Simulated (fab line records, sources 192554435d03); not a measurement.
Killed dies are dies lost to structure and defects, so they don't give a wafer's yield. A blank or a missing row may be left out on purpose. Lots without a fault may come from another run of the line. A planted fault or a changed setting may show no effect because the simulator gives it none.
fab line records | flow n5_finfet
record lots=24 wafers=72 last_day=19
route steps=1938 shown BEOL_M3@946
lots that met no fault: from a run of the same line without faults
start_h: hours from the record's first day to the start of the lot's first wafer shown | wait_h: hours since the lot's step before | " the same as in the row above | L1.1+2: a row that stands for several wafers | - no value, or no start given | * or withheld: withheld | < > ~ a bound
route shown NAME@n: a module of which the file shows steps, and the number in the route of the first | usual: mean/standard deviation of fault-free wafers | same: alike in all rows | chamber/n: place in a boat | sites: the reading at each site | _std_site: their standard deviation | _edge_site: outer sites' mean less inner sites' | radius_mm: how far each site lies from the wafer's centre | mask NAME#n: copy n | behind: the tool/chamber that last shaped the wafer | hold: why the lot was held/for how many hours/how that ended | device: the transistor (n, p or np) that didn't switch | end of line: the same wafers' tests at the end of the route | a step without rows: its recipe alone | killed: dies lost to structure and defects at the first sort, not the wafer's yield | map: a wafer's dies, x killed, . not, _ none there
set.NAME: the setting as run; set.NAME@STEP: as run at that earlier step | model.NAME: the simulator's own value behind a step, which no gauge read
steps of the route over a sample of lots; a table a step, a row a wafer
services: from which hour (start_h, from the record's first day; less than 0 if before it) a tool's chamber was out of use, for how many hours, and why
## steps
# step N5_BEOL_M3_INSPECT_13
# recipe mode=adi inspect_instrument=brightfield
# usual raw_defect_count=395/84
# columns lot.wafer tool chamber start_h wait_h raw_defect_count
L074.2 defect_inspect-01 - 142.94 0.0 297
L074.3 " - " " 514
L074.5 " - " " 406
L075.3 defect_inspect-01 - 147.76 0.0 463
L075.5 " - " " 479
L075.6 " - " " 402
L076.2 defect_inspect-02 - 152.43 0.0 454
L076.4 " - " " 363
L076.5 " - " " 417
L077.2 defect_inspect-02 - 157.65 0.0 347
L077.4 " - " " 326
L077.5 " - " " 400
L078.1 defect_inspect-02 - 164.08 0.1 336
L078.3 " - " " 352
L078.5 " - " " 421
L079.3 defect_inspect-02 - 170.14 0.0 379
L079.4 " - " " 435
L079.6 " - " " 417
L080.1 defect_inspect-02 - 178.78 0.1 352
L080.3 " - " " 411
L080.4 " - " " 335
L081.1 defect_inspect-01 - 188.53 0.1 289
L081.2 " - " " 372
L081.5 " - " " 290
L082.1 defect_inspect-01 - 191.94 0.1 319
L082.3 " - " " 397
L082.4 " - " " 305
L083.1 defect_inspect-01 - 199.69 0.1 303
L083.3 " - " " 275
L083.6 " - " " 353
L084.1 defect_inspect-01 - 205.68 0.1 589
L084.3 " - " " 441
L084.4 " - " " 532
L085.3 defect_inspect-01 - 223.68 0.0 400
L085.4 " - " " 427
L085.6 " - " " 414
L086.1 defect_inspect-02 - 224.87 0.1 395
L086.2 " - " " 420
L086.6 " - " " 442
L087.3 defect_inspect-02 - 230.60 0.0 360
L087.5 " - " " 385
L087.6 " - " " 457
L088.1 defect_inspect-01 - 234.00 0.1 454
L088.3 " - " " 666
L088.5 " - " " 450
L089.3 defect_inspect-02 - 245.47 0.0 302
L089.5 " - " " 313
L089.6 " - " " 410
L090.1 defect_inspect-01 - 248.43 0.1 470
L090.2 " - " " 518
L090.4 " - " " 524
L092.1 defect_inspect-02 - 255.68 0.1 529
L092.2 " - " " 455
L092.6 " - " " 432
L091.1 defect_inspect-02 - 256.43 0.1 339
L091.2 " - " " 417
L091.4 " - " " 308
L093.1 defect_inspect-01 - 261.85 0.1 437
L093.3 " - " " 491
L093.6 " - " " 392
L094.1 defect_inspect-01 - 267.23 0.1 269
L094.3 " - " " 293
L094.4 " - " " 385
L095.1 defect_inspect-02 - 271.94 0.1 292
L095.2 " - " " 300
L095.5 " - " " 297
L097.2 defect_inspect-01 - 289.55 0.0 399
L097.5 " - " " 453
L097.6 " - " " 456
L096.1 defect_inspect-02 - 291.50 0.1 479
L096.5 " - " " 381
L096.6 " - " " 488
# step N5_BEOL_M3_CD_MEAS_28
# recipe target_cd_nm=25.7 landing_energy_ev=500 detector=se_inlens target_cd_y_nm=23.3 polarity=opening
# usual cd_nm=25.69/0.23
# columns lot.wafer tool chamber start_h wait_h cd_nm
L074.2 cd_sem-03 0 144.80 - 25.64
L074.3 " 0 " " 25.48
L074.5 " 0 " " 25.34
L075.3 cd_sem-01 0 148.80 - 25.38
L075.5 " 0 " " 25.57
L075.6 " 0 " " 25.43
L076.2 cd_sem-02 0 153.35 - 25.57
L076.4 " 0 " " 26.11
L076.5 " 0 " " 25.86
L077.2 cd_sem-03 0 158.57 - 25.58
L077.4 " 0 " " 25.44
L077.5 " 0 " " 25.70
L078.1 cd_sem-02 0 165.05 - 25.57
L078.3 " 0 " " 25.71
L078.5 " 0 " " 25.87
L079.3 cd_sem-03 0 170.92 - 25.18
L079.4 " 0 " " 25.70
L079.6 " 0 " " 25.53
L080.1 cd_sem-01 0 179.57 - 26.19
L080.3 " 0 " " 26.46
L080.4 " 0 " " 26.20
L081.1 cd_sem-01 0 189.32 - 25.67
L081.2 " 0 " " 25.22
L081.5 " 0 " " 25.86
L082.1 cd_sem-01 0 193.48 - 25.63
L082.3 " 0 " " 26.04
L082.4 " 0 " " 25.52
L083.1 cd_sem-02 0 200.90 - 25.71
L083.3 " 0 " " 25.60
L083.6 " 0 " " 26.13
L084.1 cd_sem-01 0 206.47 - 25.69
L084.3 " 0 " " 25.85
L084.4 " 0 " " 25.75
L085.3 cd_sem-01 0 224.67 - 25.41
L085.4 " 0 " " 25.72
L085.6 " 0 " " 25.48
L086.1 cd_sem-03 0 225.78 - 25.71
L086.2 " 0 " " 25.74
L086.6 " 0 " " 25.81
L087.3 cd_sem-02 0 231.42 - 25.69
L087.5 " 0 " " 25.82
L087.6 " 0 " " 25.70
L088.1 cd_sem-02 0 235.07 - 25.16
L088.3 " 0 " " 25.81
L088.5 " 0 " " 25.57
L089.3 cd_sem-03 0 246.26 - 25.77
L089.5 " 0 " " 25.94
L089.6 " 0 " " 25.64
L090.1 cd_sem-02 0 249.36 - 25.67
L090.2 " 0 " " 25.63
L090.4 " 0 " " 25.83
L092.1 cd_sem-02 0 256.66 - 25.56
L092.2 " 0 " " 25.86
L092.6 " 0 " " 25.45
L091.1 cd_sem-02 0 257.41 - 25.73
L091.2 " 0 " " 25.81
L091.4 " 0 " " 25.91
L093.1 cd_sem-02 0 262.65 - 25.99
L093.3 " 0 " " 25.73
L093.6 " 0 " " 25.54
L094.1 cd_sem-01 0 268.11 - 25.56
L094.3 " 0 " " 25.82
L094.4 " 0 " " 25.93
L095.1 cd_sem-01 0 272.72 - 25.41
L095.2 " 0 " " 25.60
L095.5 " 0 " " 25.62
L097.2 cd_sem-02 0 290.49 - 26.05
L097.5 " 0 " " 25.55
L097.6 " 0 " " 25.78
L096.1 cd_sem-03 0 292.28 - 26.00
L096.5 " 0 " " 25.82
L096.6 " 0 " " 25.69
# step N5_BEOL_M3_DEGAS_44
# recipe ambient=vacuum temp_c=250 time_s=60
# usual heater_power_w=337/38 susceptor_temp_C=249.98/0.17
# columns lot.wafer tool chamber start_h wait_h heater_power_w susceptor_temp_C
L074.2 pvd_sputter-01 - 147.80 0.5 306 249.86
L074.3 " - " " 280 249.99
L074.5 " - " " 287 250.08
L075.3 pvd_sputter-03 - 152.79 0.3 276 250.26
L075.5 " - " " 279 250.15
L075.6 " - " " 385 249.86
L076.2 pvd_sputter-02 - 158.09 0.4 356 249.73
L076.4 " - " " 305 250.09
L076.5 " - " " 357 249.71
L077.2 pvd_sputter-01 - 165.06 1.0 310 250.13
L077.4 " - " " 377 250.03
L077.5 " - " " 313 250.06
L078.1 pvd_sputter-02 - 168.86 0.7 342 249.77
L078.3 " - " " 341 249.83
L078.5 " - " " 351 249.89
L079.3 pvd_sputter-02 - 173.35 0.2 352 249.92
L079.4 " - " " 342 249.85
L079.6 " - " " 343 250.01
L080.1 pvd_sputter-03 - 188.06 0.4 394 250.11
L080.3 " - " " 276 250.02
L080.4 " - " " 363 249.79
L081.1 pvd_sputter-02 - 191.60 0.0 354 250.00
L081.2 " - " " 316 250.20
L081.5 " - " " 354 250.00
L082.1 pvd_sputter-03 - 209.49 0.2 395 249.95
L082.3 " - " " 275 250.09
L082.4 " - " " 361 250.09
L083.1 pvd_sputter-02 - 214.13 0.3 338 250.08
L083.3 " - " " 308 250.15
L083.6 " - " " 355 249.99
L084.1 pvd_sputter-01 - 216.30 0.6 369 250.00
L084.3 " - " " 282 249.98
L084.4 " - " " 307 250.22
L085.3 pvd_sputter-01 - 230.69 0.3 312 249.99
L085.4 " - " " 282 250.03
L085.6 " - " " 288 249.99
L086.1 pvd_sputter-01 - 230.78 0.2 370 250.02
L086.2 " - " " 303 249.83
L086.6 " - " " 284 250.11
L087.3 pvd_sputter-02 - 242.08 0.2 340 250.00
L087.5 " - " " 348 249.79
L087.6 " - " " 353 250.22
L088.1 pvd_sputter-01 - 247.65 2.4 381 249.81
L088.3 " - " " 312 249.86
L088.5 " - " " 380 249.67
L089.3 pvd_sputter-01 - 250.69 0.5 375 250.14
L089.5 " - " " 307 249.97
L089.6 " - " " 278 249.72
L090.1 pvd_sputter-03 - 252.66 0.6 384 250.15
L090.2 " - " " 390 249.84
L090.4 " - " " 359 250.17
L092.1 pvd_sputter-01 - 261.99 0.4 284 249.77
L092.2 " - " " 312 249.84
L092.6 " - " " 301 249.56
L091.1 pvd_sputter-03 - 267.19 0.4 397 250.22
L091.2 " - " " 387 250.12
L091.4 " - " " 369 249.83
L093.1 pvd_sputter-03 - 273.90 0.3 270 250.01
L093.3 " - " " 385 249.94
L093.6 " - " " 394 249.90
L094.1 pvd_sputter-03 - 273.98 0.2 377 249.74
L094.3 " - " " 275 250.07
L094.4 " - " " 366 249.83
L095.1 pvd_sputter-02 - 280.14 0.9 343 250.15
L095.2 " - " " 355 250.07
L095.5 " - " " 348 250.17
L096.1 pvd_sputter-01 - 306.41 0.5 384 249.87
L096.5 " - " " 308 249.98
L096.6 " - " " 376 249.95
L097.2 pvd_sputter-01 - 309.48 0.3 290 250.09
L097.5 " - " " 366 249.97
L097.6 " - " " 323 250.02
# step N5_BEOL_M3_SPUTTER_48
# recipe material=Cu target_thk_a=45 temp_c=-20 chamber_pressure_pa=0.07 power_w=withheld time_s=8.29
# usual substrate_temp_c=-20.01/0.11 susceptor_temp_C=-20.01/0.12 throttle_valve_pct=29.6/0.99
# columns lot.wafer tool chamber start_h wait_h substrate_temp_c susceptor_temp_C throttle_valve_pct
L074.2 pvd_sputter-02 - 150.04 1.3 -20.26 -19.88 28.1
L074.3 " - " " -19.79 -19.88 30.2
L074.5 " - " " -19.88 -19.75 29.8
L075.3 pvd_sputter-01 - 153.67 0.1 -20.14 -19.92 29.5
L075.5 " - " " -20.14 -20.14 30.5
L075.6 " - " " -20.07 -20.04 29.8
L076.2 pvd_sputter-02 - 158.91 0.1 -20.03 -20.02 28.7
L076.4 " - " " -20.11 -19.99 29.8
L076.5 " - " " -20.04 -20.05 29.6
L077.2 pvd_sputter-03 - 165.70 0.1 -19.71 -20.08 29.4
L077.4 " - " " -20.01 -20.14 29.6
L077.5 " - " " -20.28 -20.15 31.5
L078.1 pvd_sputter-02 - 170.03 0.4 -19.92 -19.95 29.8
L078.3 " - " " -19.86 -19.81 27.7
L078.5 " - " " -19.90 -20.01 27.7
L079.3 pvd_sputter-03 - 175.97 1.7 -20.01 -20.08 29.6
L079.4 " - " " -20.11 -20.07 29.6
L079.6 " - " " -20.05 -19.87 29.9
L080.1 pvd_sputter-03 - 188.69 0.2 -19.98 -19.90 31.7
L080.3 " - " " -19.92 -19.90 29.5
L080.4 " - " " -20.03 -19.83 29.7
L081.1 pvd_sputter-02 - 192.25 0.1 -20.15 -19.97 29.9
L081.2 " - " " -19.98 -20.01 29.8
L081.5 " - " " -19.75 -20.04 29.8
L082.1 pvd_sputter-03 - 212.13 1.9 -20.07 -19.84 29.2
L082.3 " - " " -19.82 -19.80 29.6
L082.4 " - " " -20.07 -19.94 32.0
L083.1 pvd_sputter-02 - 214.93 0.2 -20.00 -19.84 29.8
L083.3 " - " " -20.14 -20.06 28.8
L083.6 " - " " -20.05 -20.09 30.0
L084.1 pvd_sputter-03 - 217.17 0.1 -19.96 -20.06 29.9
L084.3 " - " " -19.94 -19.98 31.9
L084.4 " - " " -20.15 -20.10 29.4
L085.3 pvd_sputter-03 - 231.34 0.1 -20.07 -20.11 29.5
L085.4 " - " " -20.01 -20.01 30.0
L085.6 " - " " -19.91 -19.99 29.4
L086.1 pvd_sputter-01 - 231.44 0.1 -19.94 -19.99 29.8
L086.2 " - " " -19.88 -20.32 30.2
L086.6 " - " " -19.86 -20.21 29.9
L087.3 pvd_sputter-02 - 242.66 0.1 -19.83 -20.02 30.0
L087.5 " - " " -20.01 -20.09 29.9
L087.6 " - " " -20.04 -20.08 27.8
L088.1 pvd_sputter-01 - 248.29 0.1 -20.17 -19.94 28.4
L088.3 " - " " -20.01 -20.07 29.5
L088.5 " - " " -20.22 -19.98 30.1
L089.3 pvd_sputter-02 - 251.58 0.2 -19.95 -20.15 29.9
L089.5 " - " " -20.03 -20.10 30.1
L089.6 " - " " -20.00 -19.99 28.8
L090.1 pvd_sputter-01 - 253.57 0.2 -20.03 -19.98 29.9
L090.2 " - " " -19.88 -19.79 28.5
L090.4 " - " " -20.10 -20.16 29.6
L092.1 pvd_sputter-01 - 262.64 0.1 -19.99 -20.06 28.6
L092.2 " - " " -19.90 -19.86 30.3
L092.6 " - " " -19.85 -19.99 29.9
L091.1 pvd_sputter-01 - 268.00 0.1 -20.25 -19.79 28.7
L091.2 " - " " -19.90 -20.14 30.0
L091.4 " - " " -20.03 -19.83 29.7
L093.1 pvd_sputter-03 - 274.62 0.1 -19.97 -20.05 29.4
L093.3 " - " " -20.00 -20.01 29.8
L093.6 " - " " -19.87 -20.21 29.6
L094.1 pvd_sputter-03 - 276.46 1.6 -20.02 -19.98 29.4
L094.3 " - " " -19.97 -20.06 29.4
L094.4 " - " " -19.92 -20.16 31.9
L095.1 pvd_sputter-02 - 280.94 0.2 -20.00 -19.85 29.7
L095.2 " - " " -20.03 -20.01 27.7
L095.5 " - " " -20.21 -20.03 29.5
L096.1 pvd_sputter-03 - 307.19 0.1 -20.15 -19.97 30.0
L096.5 " - " " -19.95 -19.87 31.9
L096.6 " - " " -19.93 -20.02 29.4
L097.2 pvd_sputter-03 - 310.16 0.1 -19.94 -20.09 29.3
L097.5 " - " " -20.18 -20.18 29.9
L097.6 " - " " -20.10 -20.01 29.3
# step N5_BEOL_M3_ANNEAL_89
# recipe temp_c=400 time_s=240 ambient=vacuum
# usual heater_power_w=845/94 susceptor_temp_C=399.99/0.23
# columns lot.wafer tool chamber start_h wait_h heater_power_w susceptor_temp_C
L074.2 pvd_sputter-02 - 151.00 0.0 876 400.27
L074.3 " - " " 855 399.90
L074.5 " - " " 843 399.75
L075.3 pvd_sputter-01 - 154.63 0.0 930 399.71
L075.5 " - " " 773 399.72
L075.6 " - " " 944 400.03
L076.2 pvd_sputter-02 - 159.87 0.0 773 399.87
L076.4 " - " " 838 399.77
L076.5 " - " " 858 400.00
L077.2 pvd_sputter-03 - 166.66 0.0 911 400.35
L077.4 " - " " 957 400.46
L077.5 " - " " 968 399.88
L078.1 pvd_sputter-02 - 170.99 0.0 870 399.99
L078.3 " - " " 872 399.84
L078.5 " - " " 880 400.12
L079.3 pvd_sputter-03 - 176.93 0.0 882 399.63
L079.4 " - " " 960 400.08
L079.6 " - " " 682 400.00
L080.1 pvd_sputter-03 - 189.65 0.0 955 400.24
L080.3 " - " " 911 400.55
L080.4 " - " " 975 400.17
L081.1 pvd_sputter-02 - 193.21 0.0 845 400.06
L081.2 " - " " 858 399.79
L081.5 " - " " 885 399.63
L082.1 pvd_sputter-03 - 213.09 0.0 906 399.95
L082.3 " - " " 956 400.18
L082.4 " - " " 992 399.83
L083.1 pvd_sputter-02 - 216.93 0.0 841 400.02
L083.3 " - " " 765 399.75
L083.6 " - " " 840 399.80
L084.1 pvd_sputter-03 - 218.13 0.0 692 400.38
L084.3 " - " " 958 399.90
L084.4 " - " " 976 400.31
L085.3 pvd_sputter-03 - 232.30 0.0 966 400.29
L085.4 " - " " 690 400.13
L085.6 " - " " 921 400.18
L086.1 pvd_sputter-01 - 242.23 0.0 906 399.98
L086.2 " - " " 754 400.38
L086.6 " - " " 793 400.10
L087.3 pvd_sputter-02 - 243.62 0.0 861 400.19
L087.5 " - " " 860 400.33
L087.6 " - " " 895 400.46
L088.1 pvd_sputter-01 - 249.25 0.0 710 399.84
L088.3 " - " " 924 399.90
L088.5 " - " " 753 399.65
L089.3 pvd_sputter-02 - 252.54 0.0 856 399.26
L089.5 " - " " 840 399.51
L089.6 " - " " 770 399.94
L090.1 pvd_sputter-01 - 254.53 0.0 768 400.12
L090.2 " - " " 685 399.81
L090.4 " - " " 966 400.06
L092.1 pvd_sputter-01 - 263.60 0.0 691 399.84
L092.2 " - " " 747 400.19
L092.6 " - " " 781 399.79
L091.1 pvd_sputter-01 - 268.96 0.0 726 400.00
L091.2 " - " " 776 399.99
L091.4 " - " " 924 399.87
L093.1 pvd_sputter-03 - 275.58 0.0 877 400.03
L093.3 " - " " 692 400.00
L093.6 " - " " 925 399.88
L094.1 pvd_sputter-03 - 277.42 0.0 902 399.83
L094.3 " - " " 941 399.90
L094.4 " - " " 970 400.33
L095.1 pvd_sputter-02 - 281.90 0.0 882 399.71
L095.2 " - " " 865 399.69
L095.5 " - " " 844 400.14
L096.1 pvd_sputter-03 - 308.15 0.0 697 400.20
L096.5 " - " " 974 399.92
L096.6 " - " " 943 399.74
L097.2 pvd_sputter-03 - 311.12 0.0 962 399.87
L097.5 " - " " 684 400.02
L097.6 " - " " 916 400.29
# step N5_BEOL_M3_ANNEAL_91
# recipe temp_c=400 time_s=240 ambient=vacuum
# usual heater_power_w=845/93 susceptor_temp_C=400.01/0.21
# columns lot.wafer tool chamber start_h wait_h heater_power_w susceptor_temp_C
L074.2 pvd_sputter-02 - 151.22 0.0 882 400.11
L074.3 " - " " 842 399.82
L074.5 " - " " 854 399.77
L075.3 pvd_sputter-01 - 154.85 0.0 921 399.81
L075.5 " - " " 745 400.02
L075.6 " - " " 955 399.95
L076.2 pvd_sputter-02 - 160.09 0.0 750 400.05
L076.4 " - " " 872 399.90
L076.5 " - " " 840 399.90
L077.2 pvd_sputter-03 - 166.88 0.0 928 400.22
L077.4 " - " " 966 400.02
L077.5 " - " " 985 400.10
L078.1 pvd_sputter-02 - 171.21 0.0 853 400.06
L078.3 " - " " 885 400.20
L078.5 " - " " 894 399.66
L079.3 pvd_sputter-03 - 177.15 0.0 892 399.94
L079.4 " - " " 951 400.37
L079.6 " - " " 703 400.22
L080.1 pvd_sputter-03 - 189.87 0.0 970 400.16
L080.3 " - " " 890 399.80
L080.4 " - " " 959 400.28
L081.1 pvd_sputter-02 - 193.43 0.0 856 399.81
L081.2 " - " " 849 399.77
L081.5 " - " " 864 400.08
L082.1 pvd_sputter-03 - 213.31 0.0 907 399.78
L082.3 " - " " 952 399.71
L082.4 " - " " 979 400.22
L083.1 pvd_sputter-02 - 217.18 0.0 831 399.92
L083.3 " - " " 771 399.82
L083.6 " - " " 833 399.86
L084.1 pvd_sputter-03 - 218.35 0.0 690 399.88
L084.3 " - " " 977 400.04
L084.4 " - " " 956 400.03
L085.3 pvd_sputter-03 - 232.52 0.0 972 399.83
L085.4 " - " " 701 400.05
L085.6 " - " " 900 400.21
L086.1 pvd_sputter-01 - 242.45 0.0 949 399.81
L086.2 " - " " 747 399.89
L086.6 " - " " 790 400.42
L087.3 pvd_sputter-02 - 243.84 0.0 872 400.34
L087.5 " - " " 836 400.18
L087.6 " - " " 875 399.73
L088.1 pvd_sputter-01 - 249.47 0.0 710 399.86
L088.3 " - " " 913 399.87
L088.5 " - " " 776 399.91
L089.3 pvd_sputter-02 - 252.76 0.0 842 399.94
L089.5 " - " " 848 399.88
L089.6 " - " " 777 400.13
L090.1 pvd_sputter-01 - 254.75 0.0 763 399.94
L090.2 " - " " 713 399.99
L090.4 " - " " 936 400.36
L092.1 pvd_sputter-01 - 263.82 0.0 708 400.17
L092.2 " - " " 771 399.95
L092.6 " - " " 768 400.02
L091.1 pvd_sputter-01 - 269.18 0.0 710 400.22
L091.2 " - " " 786 400.20
L091.4 " - " " 926 400.17
L093.1 pvd_sputter-03 - 275.80 0.0 904 399.82
L093.3 " - " " 685 399.85
L093.6 " - " " 922 400.35
L094.1 pvd_sputter-03 - 277.64 0.0 922 400.40
L094.3 " - " " 945 400.09
L094.4 " - " " 966 399.73
L095.1 pvd_sputter-02 - 282.12 0.0 844 399.92
L095.2 " - " " 873 400.02
L095.5 " - " " 833 399.79
L096.1 pvd_sputter-03 - 308.37 0.0 677 400.10
L096.5 " - " " 952 399.57
L096.6 " - " " 932 399.97
L097.2 pvd_sputter-03 - 311.34 0.0 955 400.39
L097.5 " - " " 689 400.27
L097.6 " - " " 920 400.05
## services
# columns tool chamber start_h hours kind
pvd_sputter-02 - 174.26 5.0 repair
## key
fault none
